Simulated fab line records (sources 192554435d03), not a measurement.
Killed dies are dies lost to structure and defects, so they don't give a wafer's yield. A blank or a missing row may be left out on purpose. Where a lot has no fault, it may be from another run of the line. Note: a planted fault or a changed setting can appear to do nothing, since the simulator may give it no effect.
fab line records	flow n5_finfet	part 2 of 2: steps 18 to 29 of 29
record: lots: 5	wafers: 15	last_day: 17
route steps=1938 shown BEOL_M8@1366
lots untouched by any fault: they come from a run of this same line in which no faults occurred
start_h: hours from the record's opening day to when the first of the lot's shown wafers began	wait_h: how many hours have passed since the lot's step before this one	" identical to the entry in the row above	L1.1+2: one row covering several wafers at once	- no value, or no start was given	* or withheld: withheld	< > ~ a bound
route shown NAME@n: names a module that has steps shown in the file, with the first one's number in the route	usual: mean/standard deviation taken from wafers without a fault	same: alike in all rows	chamber/n: place in a boat	sites: per-site readings	_std_site: standard deviation of those values	_edge_site: outer sites' mean less inner sites'	radius_mm: how far each site lies from the wafer's centre	mask NAME#n: copy n	behind: the tool/chamber that last shaped the wafer	hold: reason for holding the lot/hours on hold/outcome of the hold	device: names the non-switching transistor (n, p or np)	end of line: tests of these same wafers at the route's end	a step without rows: its recipe alone	killed: dies lost to structure and defects at the first sort, not the wafer's yield	map: a wafer's dies, x killed, . not, _ none there
set.NAME: the setting that was run; set.NAME@STEP: the one run at that earlier step	model.NAME: the simulator's own value behind a step, which no gauge read
lots seen at some steps along the route; tables by step, rows by wafer
services: when a tool's chamber went out of use (start_h, in hours from the record's first day, below 0 if earlier), for how many hours, and the reason
== steps ==
step: N5_BEOL_M8_PRECLEAN_42
recipe: chemistry: residue_remover	time_s: 60	temp_c: 40
same: time_s: 60
lot.wafer	tool	chamber	start_h	wait_h
L090.2+4+5	wet_bench-04	5,0,7	302.50	0.0
L088.2+3+6	wet_bench-03	4,5,6	310.95	0.0
L093.2+5+6	wet_bench-04	0,4,2	322.23	0.0
L096.1+2+4	wet_bench-04	7,1,4	343.82	0.0
L095.1+3+4	wet_bench-04	7,6,3	349.18	0.0
step: N5_BEOL_M8_SRD_43
recipe: time_s: 30	temp_c: 23	rinse_liquid: diw	dry: ipa_marangoni
same: time_s: 30
lot.wafer	tool	chamber	start_h	wait_h
L090.2+4+5	wet_bench-04	5,0,7	302.52	0.0
L088.2+3+6	wet_bench-03	4,5,6	310.96	0.0
L093.2+5+6	wet_bench-04	0,4,2	322.24	0.0
L096.1+2+4	wet_bench-04	7,1,4	343.83	0.0
L095.1+3+4	wet_bench-04	7,6,3	349.19	0.0
step: N5_BEOL_M8_CD_MEAS_35
recipe: target_cd_nm: 40	polarity: opening
usual: cd_nm: 39.9/0.69
lot.wafer	tool	chamber	start_h	wait_h	cd_nm
L090.2	cd_sem-03	-	302.56	0.0	40.2
L090.4	"	-	"	"	39.5
L090.5	"	-	"	"	39.7
L088.2	cd_sem-01	-	311.00	0.0	40.1
L088.3	"	-	"	"	40.0
L088.6	"	-	"	"	39.8
L093.2	cd_sem-02	-	322.28	0.0	39.8
L093.5	"	-	"	"	39.7
L093.6	"	-	"	"	41.0
L096.1	cd_sem-03	-	343.87	0.0	39.9
L096.2	"	-	"	"	40.2
L096.4	"	-	"	"	39.8
L095.1	cd_sem-02	-	349.23	0.0	40.0
L095.3	"	-	"	"	39.5
L095.4	"	-	"	"	40.1
step: N5_BEOL_M8_CURE_75
recipe: temp_c: 370	time_s: 120	ambient: DMADMS/He	material: SiCOH_lowk
usual: lamp_power_pct: 52.32/0.054	wafer_temp_C_max: 371.8/0.59
same: time_s: 120
lot.wafer	tool	chamber	start_h	wait_h	lamp_power_pct	wafer_temp_C_max
L090.2	uv_cure-03	2	302.65	0.1	52.32	372.2
L090.4	"	2	"	"	52.30	372.4
L090.5	"	2	"	"	52.23	372.1
L088.2	uv_cure-01	0	311.14	0.1	52.25	372.6
L088.3	"	0	"	"	52.30	371.6
L088.6	"	0	"	"	52.41	371.3
L093.2	uv_cure-03	2	322.37	0.1	52.32	371.9
L093.5	"	2	"	"	52.29	372.4
L093.6	"	2	"	"	52.35	371.9
L096.1	uv_cure-01	2	344.39	0.5	52.28	372.0
L096.2	"	2	"	"	52.31	372.5
L096.4	"	2	"	"	52.30	372.4
L095.1	uv_cure-02	1	349.28	0.0	52.33	371.9
L095.3	"	1	"	"	52.30	371.8
L095.4	"	1	"	"	52.37	371.7
step: N5_BEOL_M8_DEGAS_44
recipe: ambient: vacuum	temp_c: 250	time_s: 60
usual: heater_power_w: 333/24
same: time_s: 60
lot.wafer	tool	chamber	start_h	wait_h	heater_power_w
L090.2	pvd_sputter-01	-	303.55	0.8	353
L090.4	"	-	"	"	305
L090.5	"	-	"	"	315
L088.2	pvd_sputter-02	-	311.94	0.7	370
L088.3	"	-	"	"	325
L088.6	"	-	"	"	343
L093.2	pvd_sputter-03	-	322.91	0.5	364
L093.5	"	-	"	"	286
L093.6	"	-	"	"	344
L096.1	pvd_sputter-03	-	345.48	1.0	326
L096.2	"	-	"	"	326
L096.4	"	-	"	"	286
L095.1	pvd_sputter-01	-	350.11	0.8	313
L095.3	"	-	"	"	357
L095.4	"	-	"	"	348
step: N5_BEOL_M8_PRE_CLEAN_45
recipe: gas: H2/He	time_s: 30	temp_c: 250
usual: heater_power_w: 334/24
same: time_s: 30
lot.wafer	tool	chamber	start_h	wait_h	heater_power_w
L090.2	pvd_sputter-01	-	303.59	0.0	344
L090.4	"	-	"	"	309
L090.5	"	-	"	"	310
L088.2	pvd_sputter-02	-	311.99	0.0	369
L088.3	"	-	"	"	315
L088.6	"	-	"	"	346
L093.2	pvd_sputter-03	-	322.95	0.0	357
L093.5	"	-	"	"	290
L093.6	"	-	"	"	335
L096.1	pvd_sputter-03	-	345.52	0.0	346
L096.2	"	-	"	"	336
L096.4	"	-	"	"	288
L095.1	pvd_sputter-01	-	350.15	0.0	313
L095.3	"	-	"	"	374
L095.4	"	-	"	"	344
step: N5_BEOL_M8_ALD_77
recipe: material: TaN	target_thk_a: 20	temp_c: 275	ald_precursor_family: PDMAT	ald_co_reactant: NH3	pressure_torr: 3	carrier_flow_sccm: 1500	pulse_time_s: 2	purge_time_s: 3	co_reactant_purge_time_s: 2	co_reactant_pulse_time_s: 3	ald_cycles: 40	precursor_vessel_temp_c: 75	precursor_vessel_pressure_torr: 26.25	precursor_vessel_carrier_sccm: 1000
usual: heater_power_w: 426/48
lot.wafer	tool	chamber	start_h	wait_h	heater_power_w
L090.2	ald_metal-04	0	303.65	0.0	384
L090.4	"	3	"	"	513
L090.5	"	0	"	"	394
L088.2	ald_metal-04	1	312.05	0.0	443
L088.3	"	2	"	"	391
L088.6	"	0	"	"	391
L093.2	ald_metal-03	3	323.01	0.0	411
L093.5	"	3	"	"	417
L093.6	"	0	"	"	334
L096.1	ald_metal-04	2	345.58	0.0	393
L096.2	"	0	"	"	387
L096.4	"	3	"	"	517
L095.1	ald_metal-01	2	350.21	0.0	479
L095.3	"	3	"	"	432
L095.4	"	1	"	"	429
step: N5_BEOL_M8_SURFACE_TREAT_79
recipe: gas: Ar	time_s: *	ion_energy_ev: *	ion_current_ma_cm2: 0.5	pressure_mtorr: *	ar_flow_sccm: 30
usual: throttle_valve_pct: *
same: time_s: *
lot.wafer	tool	chamber	start_h	wait_h	throttle_valve_pct
L090.2	pvd_sputter-03	-	303.94	0.2	*
L090.4	"	-	"	"	*
L090.5	"	-	"	"	*
L088.2	pvd_sputter-03	-	312.34	0.2	*
L088.3	"	-	"	"	*
L088.6	"	-	"	"	*
L093.2	pvd_sputter-03	-	323.41	0.3	*
L093.5	"	-	"	"	*
L093.6	"	-	"	"	*
L096.1	pvd_sputter-02	-	346.09	0.4	*
L096.2	"	-	"	"	*
L096.4	"	-	"	"	*
L095.1	pvd_sputter-01	-	350.53	0.2	*
L095.3	"	-	"	"	*
L095.4	"	-	"	"	*
step: N5_BEOL_M8_CVD_78
recipe: material: Co	target_thk_a: 20	temp_c: withheld	precursor: CCTBA/H2	pressure_torr: 30	time_s: 142.3
same: time_s: 142.3
lot.wafer	tool	chamber	start_h	wait_h
L090.2+4+5	cvd_co-02	1,0,2	304.04	0.1
L088.2+3+6	cvd_co-02	0,2,0	312.63	0.3
L093.2+5+6	cvd_co-01	1,2,0	323.47	0.0
L096.1+2+4	cvd_co-02	0,2,0	346.15	0.0
L095.1+3+4	cvd_co-02	2,0,2	350.61	0.1
step: N5_BEOL_M8_SPUTTER_48
recipe: material: Cu	target_thk_a: 100	temp_c: -20	bias_v: 60	power_w: 26000	chamber_pressure_pa: 0.13	time_s: 1.667
usual: bias_v: 60.0/0.6	throttle_valve_pct: 29.8/0.82
same: time_s: 1.667
lot.wafer	tool	chamber	start_h	wait_h	bias_v	throttle_valve_pct
L090.2	pvd_sputter-03	-	304.24	0.2	59.0	29.2
L090.4	"	-	"	"	59.8	30.9
L090.5	"	-	"	"	60.7	30.3
L088.2	pvd_sputter-02	-	312.80	0.1	59.9	29.8
L088.3	"	-	"	"	60.5	30.8
L088.6	"	-	"	"	60.3	30.6
L093.2	pvd_sputter-03	-	323.61	0.1	60.3	30.6
L093.5	"	-	"	"	60.3	30.4
L093.6	"	-	"	"	60.4	28.4
L096.1	pvd_sputter-02	-	346.29	0.1	59.9	29.6
L096.2	"	-	"	"	60.0	29.8
L096.4	"	-	"	"	59.9	30.5
L095.1	pvd_sputter-01	-	350.81	0.2	60.2	28.2
L095.3	"	-	"	"	60.6	30.6
L095.4	"	-	"	"	59.7	29.0
step: N5_BEOL_M8_ECD_50
recipe: material: Cu	target_thk_a: 3000
lot.wafer	tool	chamber	start_h	wait_h
L090.2+4+5	ecd_cu-02	1,0,0	304.36	0.1
L088.2+3+6	ecd_cu-02	0,0,1	312.92	0.1
L093.2+5+6	ecd_cu-01	0,0,1	323.72	0.1
L096.1+2+4	ecd_cu-02	0,1,1	346.41	0.1
L095.1+3+4	ecd_cu-02	1,0,1	350.93	0.1
step: N5_BEOL_M8_ANNEAL_51
recipe: temp_c: 225	time_s: 90	ambient: N2
usual: wafer_temp_C_max: 225.9/0.43
same: time_s: 90
lot.wafer	tool	chamber	start_h	wait_h	wafer_temp_C_max
L090.2	rtp_anneal-02	0	304.50	0.1	225.6
L090.4	"	0	"	"	225.7
L090.5	"	0	"	"	225.4
L088.2	rtp_anneal-02	0	313.20	0.3	225.6
L088.3	"	0	"	"	225.7
L088.6	"	0	"	"	225.6
L093.2	rtp_anneal-02	0	323.87	0.1	225.3
L093.5	"	0	"	"	225.8
L093.6	"	0	"	"	225.6
L096.1	rtp_anneal-01	0	346.50	0.1	226.6
L096.2	"	0	"	"	226.1
L096.4	"	0	"	"	226.2
L095.1	rtp_anneal-01	0	351.02	0.1	226.4
L095.3	"	0	"	"	226.4
L095.4	"	0	"	"	226.7
== services ==
tool	chamber	start_h	hours	kind
ecd_cu-01	-	283.45	1.3	repair
wet_bench-04	-	285.49	1.9	pm
ald_metal-01	3	296.75	5.8	repair
rie_diel-05	1	297.00	-	clean
rie_diel-05	1	297.00	-	consumable_replace:focus_ring
rie_diel-05	1	297.00	35.3	scheduled_down
rie_diel-05	1	297.00	35.3	vent_cycle
ald_metal-01	-	297.32	14.6	pm
ald_metal-01	-	312.85	8.7	pm
rie_diel-05	0	319.99	7.4	repair
ald_metal-01	-	324.97	6.0	pm
rie_diel-02	0	327.18	-	clean
rie_diel-02	0	327.18	-	consumable_replace:focus_ring
rie_diel-02	0	327.18	35.0	scheduled_down
rie_diel-02	0	327.18	35.0	vent_cycle
rie_diel-05	2	332.38	-	clean
rie_diel-05	2	332.38	-	consumable_replace:focus_ring
rie_diel-05	2	332.38	17.7	scheduled_down
ald_metal-01	0	334.53	45.8	repair
cvd_co-01	1	334.98	4.5	repair
wet_bench-04	-	336.58	1.7	repair
ald_metal-03	-	337.25	14.0	pm
uv_cure-02	-	340.00	7.5	pm
rie_diel-01	2	350.29	6.7	repair
